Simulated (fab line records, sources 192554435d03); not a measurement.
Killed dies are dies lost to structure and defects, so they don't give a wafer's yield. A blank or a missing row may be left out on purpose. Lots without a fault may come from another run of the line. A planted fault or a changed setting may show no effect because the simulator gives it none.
Which tool did it? | flow n5_finfet | 8 lots, 24 wafers sampled, at 9 steps of a route of 1938

WHAT THE GAUGES READ, wafer by wafer
N5_BEOL_M4_RC_MEAS_101. Usual: DIBL_N 36.5 mV/V, standard deviation 1.4; DIBL_P 36.6 mV/V, standard deviation 1.6; IOFF_N 0.160 nA/um, standard deviation 0.024; IOFF_P 0.217 nA/um, standard deviation 0.029; ION_N 674 uA/um, standard deviation 8.7; ION_P 464 uA/um, standard deviation 6.5; SS_N 71.6 mV/dec, standard deviation 0.47; SS_P 73.4 mV/dec, standard deviation 0.57; VT_N 250.0 mV, standard deviation 2.5; VT_P -250 mV, standard deviation 3.1.
lot  | measured     | on        | DIBL_N (mV/V)  | DIBL_P (mV/V)  | IOFF_N (nA/um)    | IOFF_P (nA/um)    | ION_N (uA/um) | ION_P (uA/um) | SS_N (mV/dec)  | SS_P (mV/dec)  | VT_N (mV)         | VT_P (mV)      | flag
L274 | day 9 18:49  | prober-02 | 38.8 35.9 37.8 | 39.8 36.3 38.6 | 0.211 0.160 0.187 | 0.253 0.196 0.226 | 694 677 679   | 465 457 460   | 72.7 71.2 70.8 | 74.1 73.5 74.0 | 248.9 250.0 249.7 | -249 -253 -253 |
L275 | day 9 20:58  | prober-01 | 36.2 35.4 36.4 | 36.6 34.5 37.0 | 0.161 0.140 0.168 | 0.244 0.202 0.238 | 670 670 679   | 472 462 470   | 71.7 71.5 71.6 | 74.0 72.5 73.5 | 248.0 250.6 248.6 | -245 -246 -246 |
L277 | day 10 11:13 | prober-01 | 36.3 37.1 36.9 | 37.3 37.9 37.7 | 0.169 0.187 0.176 | 0.261 0.267 0.256 | 678 673 689   | 474 474 474   | 71.1 72.0 71.9 | 74.2 73.4 73.4 | 248.6 245.1 248.4 | -245 -243 -244 |
L280 | day 11 02:08 | prober-02 | 39.2 40.3 38.9 | 39.4 40.9 39.0 | 0.188 0.209 0.170 | 0.213 0.247 0.197 | 679 668 674   | 461 456 455   | 72.3 72.9 72.2 | 74.0 75.4 74.6 | 248.0 247.4 250.9 | -251 -249 -254 |
L281 | day 11 04:09 | prober-01 | 35.7 37.9 36.0 | 35.4 37.3 35.4 | 0.134 0.174 0.140 | 0.212 0.239 0.210 | 666 681 675   | 469 465 468   | 70.7 72.1 71.0 | 72.5 73.1 72.9 | 251.2 249.5 249.9 | -249 -246 -249 |
L284 | day 11 23:23 | prober-01 | 39.6 37.6 34.9 | 40.9 37.6 34.8 | 0.225 0.175 0.131 | 0.299 0.239 0.190 | 692 680 664   | 480 467 463   | 72.1 71.7 70.7 | 74.3 73.3 73.4 | 245.3 248.3 250.8 | -246 -248 -249 |
L286 | day 12 06:28 | prober-02 | 35.3 36.1 35.7 | 34.2 35.6 35.5 | 0.112 0.127 0.127 | 0.167 0.185 0.185 | 653 663 666   | 454 462 462   | 71.0 71.2 71.4 | 72.3 73.1 73.3 | 253.4 254.9 253.7 | -255 -252 -252 |
L287 | day 12 14:25 | prober-01 | 36.7 36.8 35.0 | 38.8 39.0 36.9 | 0.167 0.173 0.146 | 0.226 0.231 0.194 | 666 669 672   | 463 459 460   | 72.0 71.6 71.7 | 74.2 73.8 73.3 | 249.4 250.7 250.6 | -253 -250 -252 |

N5_BEOL_M10_CD_MEAS_18: pitch 140 nm, target cd 70 nm. Usual: cd_nm 70.3 nm, standard deviation 0.54.
lot  | measured     | on        | cd_nm (nm)     | flag
L274 | day 11 15:22 | cd_sem-03 | 70.1 70.0 69.5 |
L275 | day 11 20:38 | cd_sem-02 | 69.4 69.6 69.5 |
L277 | day 12 06:37 | cd_sem-02 | 69.7 68.8 69.5 |
L280 | day 13 03:24 | cd_sem-01 | 71.0 71.1 70.5 |
L281 | day 13 01:56 | cd_sem-03 | 70.6 70.7 71.0 |
L284 | day 14 00:39 | cd_sem-01 | 69.8 70.0 70.4 |
L286 | day 16 09:08 | cd_sem-01 | 70.5 70.2 69.7 |
L287 | day 14 11:19 | cd_sem-03 | 71.3 70.6 70.8 |

N5_BEOL_M10_OVL_MEAS_29. Usual: V9_OVL 0.6 nm, standard deviation 0.74.
lot  | measured     | on         | V9_OVL (nm)    | flag
L274 | day 11 15:48 | overlay-02 | 1.1 0.6 1.5    |
L275 | day 11 21:40 | overlay-01 | 0.3 0.7 -0.7   |
L277 | day 12 08:16 | overlay-01 | 0.4 1.0 0.4    |
L280 | day 13 03:45 | overlay-01 | 2.0 0.5 1.4    |
L281 | day 13 02:22 | overlay-01 | -0.7 -0.5 -0.7 |
L284 | day 14 02:10 | overlay-02 | 0.4 -0.4 1.4   |
L286 | day 16 11:09 | overlay-01 | 0.3 0.2 0.5    |
L287 | day 14 13:03 | overlay-02 | 0.3 0.6 0.3    |

N5_BEOL_M10_OCD_MEAS_38. Usual: trench_depth_nm 148.8 nm, standard deviation 2.2.
lot  | measured     | on     | trench_depth_nm (nm) | flag
L274 | day 11 17:44 | ocd-01 | 149.3 150.4 150.0    |
L275 | day 11 22:26 | ocd-02 | 147.5 149.5 146.0    |
L277 | day 12 08:49 | ocd-02 | 144.2 6.1 152.7      | OFF
L280 | day 13 04:18 | ocd-01 | 145.6 143.8 1.2      | OFF
L281 | day 13 02:56 | ocd-01 | 148.2 146.4 151.0    |
L284 | day 14 02:43 | ocd-02 | 149.6 148.0 152.3    |
L286 | day 16 12:04 | ocd-01 | 151.0 148.8 153.1    |
L287 | day 14 13:36 | ocd-01 | 150.2 148.0 148.3    |

N5_BEOL_M10_CD_MEAS_35: target cd 70 nm. Usual: cd_nm 70.2 nm, standard deviation 0.57.
lot  | measured     | on        | cd_nm (nm)     | flag
L274 | day 11 17:53 | cd_sem-01 | 69.9 69.9 69.4 |
L275 | day 11 22:35 | cd_sem-01 | 69.2 69.1 69.9 |
L277 | day 12 08:58 | cd_sem-03 | 69.8 - 69.3    |
L280 | day 13 04:33 | cd_sem-02 | 71.4 71.4 -    |
L281 | day 13 03:05 | cd_sem-03 | 70.7 70.8 70.7 |
L284 | day 14 02:53 | cd_sem-02 | 69.7 70.0 70.4 |
L286 | day 16 12:14 | cd_sem-02 | 70.0 70.1 69.4 |
L287 | day 14 13:46 | cd_sem-01 | 70.9 70.6 70.2 |

N5_BEOL_M10_THK_MEAS_53: measures by xrf. Usual: M10_THK 139.5 nm, standard deviation 2.4.
lot  | measured     | on            | M10_THK (nm)      | flag
L274 | day 11 20:42 | film_metro-02 | 139.3 139.5 140.5 |
L275 | day 12 02:03 | film_metro-01 | 138.7 140.4 137.0 |
L277 | day 12 11:01 | film_metro-01 | 134.1 - 143.4     |
L280 | day 13 06:47 | film_metro-02 | 135.1 134.7 -     |
L281 | day 13 05:59 | film_metro-02 | 137.2 135.6 139.1 |
L284 | day 14 04:58 | film_metro-02 | 140.4 138.8 142.6 |
L286 | day 16 14:28 | film_metro-01 | 142.0 140.7 145.2 |
L287 | day 14 16:17 | film_metro-02 | 139.8 139.8 140.4 |

WHICH TOOL RAN EACH LOT (tool, then ch and the chambers of the sampled wafers, then the start)
lot  | N5_BEOL_M10_DESCUM_16              | N5_BEOL_M10_HM_OPEN_17            | N5_BEOL_M10_VIA_ETCH_34
L274 | rie_diel-01 ch 0, day 11 14:43     | rie_metal-01 ch 0,1, day 11 15:08 | rie_diel-06 ch 1,2, day 11 17:27
L275 | rie_diel-01 ch 0,1, day 11 20:03   | rie_metal-01 ch 0,1, day 11 20:26 | rie_diel-01 ch 0,1,3, day 11 22:08
L277 | rie_diel-06 ch 0,2, day 12 06:10   | rie_metal-01 ch 0,1, day 12 06:26 | rie_diel-01 ch 0,2, day 12 08:32
L280 | rie_diel-01 ch 0,1,3, day 13 02:55 | rie_metal-01 ch 0,1, day 13 03:11 | rie_diel-01 ch 0,1, day 13 04:01
L281 | rie_diel-02 ch 0,3, day 13 01:28   | rie_metal-03 ch 0,1, day 13 01:46 | rie_diel-02 ch 0,2,3, day 13 02:38
L284 | rie_diel-06 ch 0,1,3, day 14 00:12 | rie_metal-03 ch 0,1, day 14 00:28 | rie_diel-01 ch 1,2,3, day 14 02:26
L286 | rie_diel-01 ch 1,3, day 16 08:41   | rie_metal-03 ch 0,1, day 16 08:59 | rie_diel-02 ch 0,1,3, day 16 11:47
L287 | rie_diel-01 ch 0,1,2, day 14 10:51 | rie_metal-03 ch 0,1, day 14 11:09 | rie_diel-06 ch 0,1,2, day 14 13:19
- N5_BEOL_M10_DESCUM_16: chemistry O2, time 7.9 s.
- N5_BEOL_M10_HM_OPEN_17: chemistry Cl2/BCl3, target TiN, target depth 20 nm, overetch 6 nm.
- N5_BEOL_M10_VIA_ETCH_34: etches SiCOH lowk in C4F6/O2, target depth 184.5 nm, time 69.2 s.

WHAT THE TOOLS THEMSELVES READ (means of the sampled wafers that have a number; where no wafer has one, the mark that the record gives instead)
N5_BEOL_M10_DESCUM_16. Usual: drypump_motor_current_A 5.8 A, standard deviation 0.42; oes_product_au 0.78 a.u., standard deviation 0.077; rf_vpp_V 243.5 V, standard deviation 1.5; showerhead_plenum_p_Torr 2.11 Torr, standard deviation 0.083; throttle_valve_pct 20.41 %, standard deviation 0.23.
lot  | tool        | drypump_motor_current_A (A) | oes_product_au (a.u.) | rf_vpp_V (V) | showerhead_plenum_p_Torr (Torr) | throttle_valve_pct (%) | flag
L274 | rie_diel-01 | 5.7                         | 0.71                  | 241.7        | 1.98                            | 20.64                  |
L275 | rie_diel-01 | 5.6                         | 0.74                  | 242.5        | 2.05                            | 20.50                  |
L277 | rie_diel-06 | 5.6                         | 0.77                  | 243.5        | 2.12                            | 20.67                  |
L280 | rie_diel-01 | 5.8                         | 0.75                  | 243.8        | 2.11                            | 20.45                  |
L281 | rie_diel-02 | 5.6                         | 0.82                  | 244.2        | 2.15                            | 20.15                  |
L284 | rie_diel-06 | 5.7                         | 0.80                  | 242.5        | 2.04                            | 20.40                  |
L286 | rie_diel-01 | 5.8                         | 0.75                  | 244.5        | 2.17                            | 20.35                  |
L287 | rie_diel-01 | 5.4                         | 0.80                  | 243.1        | 2.10                            | 20.45                  |

N5_BEOL_M10_HM_OPEN_17. Usual: drypump_motor_current_A 5.8 A, standard deviation 0.41; mfc_ar_sccm 24.99 sccm, standard deviation 0.085; oes_product_au 0.62 a.u., standard deviation 0.052; throttle_valve_pct 22.01 %, standard deviation 0.15.
lot  | tool         | drypump_motor_current_A (A) | mfc_ar_sccm (sccm) | oes_product_au (a.u.) | throttle_valve_pct (%) | flag
L274 | rie_metal-01 | 6.4                         | 24.96              | 0.62                  | 21.78                  |
L275 | rie_metal-01 | 6.2                         | 25.09              | 0.59                  | 21.87                  |
L277 | rie_metal-01 | 6.2                         | 24.98              | 0.56                  | 21.93                  |
L280 | rie_metal-01 | 6.3                         | 25.08              | 0.58                  | 21.85                  |
L281 | rie_metal-03 | 5.7                         | 24.93              | 0.60                  | 22.12                  |
L284 | rie_metal-03 | 5.7                         | 24.94              | 0.59                  | 22.13                  |
L286 | rie_metal-03 | 5.5                         | 25.01              | 0.59                  | 22.16                  |
L287 | rie_metal-03 | 5.6                         | 24.89              | 0.59                  | 22.14                  |

N5_BEOL_M10_VIA_ETCH_34. Usual: drypump_motor_current_A 5.7 A, standard deviation 0.44; mfc_ar_sccm 300.0 sccm, standard deviation 0.88; oes_product_au 0.79 a.u., standard deviation 0.081; rf_vpp_V 663 V, standard deviation 5.8; showerhead_plenum_p_Torr 2.87 Torr, standard deviation 0.1; throttle_valve_pct 20.92 %, standard deviation 0.23.
lot  | tool        | drypump_motor_current_A (A) | mfc_ar_sccm (sccm) | oes_product_au (a.u.) | rf_vpp_V (V) | showerhead_plenum_p_Torr (Torr) | throttle_valve_pct (%) | flag
L274 | rie_diel-06 | 5.3                         | 298.9              | 0.77                  | 660          | 2.88                            | 21.13                  |
L275 | rie_diel-01 | 5.8                         | 299.8              | 0.75                  | 667          | 2.88                            | 20.95                  |
L277 | rie_diel-01 | 5.2                         | 300.0              | 0.69                  | 655          | 2.84                            | 20.95                  |
L280 | rie_diel-01 | 5.6                         | 299.6              | 0.56                  | 661          | 2.80                            | 21.01                  |
L281 | rie_diel-02 | 5.8                         | 299.2              | 0.78                  | 667          | 2.91                            | 20.76                  |
L284 | rie_diel-01 | 5.6                         | 299.5              | 0.82                  | 664          | 2.94                            | 20.87                  |
L286 | rie_diel-02 | 6.0                         | 300.3              | 0.81                  | 664          | 2.87                            | 20.72                  |
L287 | rie_diel-06 | 5.4                         | 299.9              | 0.79                  | 661          | 2.82                            | 20.97                  |

THE ANSWER, worked out from the rows above alone
Rule: a lot is off if the mean of its wafers that have a number lies more than 3 standard deviations from the usual mean. A lot without any number at a reading at which 4 lots or more have one is off too. The other lots that the step has rows for count as sound. The gauges are gone through in route order, then the tools' own readings, and for those a lot's mean is taken as printed above. The first step at which some lot is off is used, and at that step the reading that is off furthest; a lot without a number counts as furthest.
Off: L277, L280, at N5_BEOL_M10_OCD_MEAS_38 (trench_depth_nm).
A tool fits if, at a process step before that reading, it ran every lot that is off, and no sound lot after the first of them. The gauges at N5_BEOL_M10_OCD_MEAS_38 are tried like those tools. One fits: rie_metal-01 at N5_BEOL_M10_HM_OPEN_17. Its last sound lot is L275 (day 11 20:26), its first lot that is off L277 (day 12 06:26): a fault that began between those two fits.

WHAT THE SIMULATOR HAD PUT IN
Process parameter drift: rie_metal-01, from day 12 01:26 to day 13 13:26, at N5_BEOL_M10_HM_OPEN_17. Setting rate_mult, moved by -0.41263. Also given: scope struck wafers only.
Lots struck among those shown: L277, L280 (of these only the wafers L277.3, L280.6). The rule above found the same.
